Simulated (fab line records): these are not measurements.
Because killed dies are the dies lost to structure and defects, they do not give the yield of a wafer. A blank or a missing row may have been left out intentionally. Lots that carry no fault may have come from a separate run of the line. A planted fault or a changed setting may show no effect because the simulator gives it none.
Chamber matching | flow n5-finfet | N5_BEOL_M10_STRIP_67 on rie-diel-04 has 4 sister chambers
The step strips in CF4. 4 wafers are shown with their chamber, then 9 later ones without.

## EACH WAFER AND ITS CHAMBER
wafer  | chamber | drypump-motor-current-A (A)
L082.5 | 3       | 5.0
L090.3 | 2       | 5.7
L090.4 | 0       | 5.9
L090.6 | 1       | 5.4

## WAFERS WITHOUT THEIR CHAMBER
wafer  | drypump-motor-current-A (A)
L089.3 | 5.0
L089.5 | 5.7
L089.6 | 5.4
L094.1 | 5.4
L094.2 | 5.9
L094.4 | 4.9
L093.1 | 5.7
L093.2 | 5.4
L093.4 | 5.9

## THE CHAMBER EACH PASSED THROUGH
wafer  | from the rows above | in truth
L089.3 | 3                   | 3
L089.5 | 2                   | 2
L089.6 | 1                   | 1
L094.1 | 1                   | 1
L094.2 | 0                   | 0
L094.4 | 3                   | 3
L093.1 | 2                   | 2
L093.2 | 1                   | 1
L093.4 | 0                   | 0
Correct placement for 9 of the 9. Can't be placed from these rows: 0. Wrongly placed: 0.
How it was worked out, from the rows above alone: a wafer's distance from a chamber is the root of the sum, over the readings, of the square of ((its reading less the chamber's mean) divided by the reading's scatter). The wafer belongs to the nearest chamber; if the next one is less than 2 further off, it can't be placed. The mean given for a chamber averages the wafers shown for that chamber. The scatter: with one shown wafer a chamber, the root of the mean of the squares of how far each hidden wafer lies from its nearest shown one.
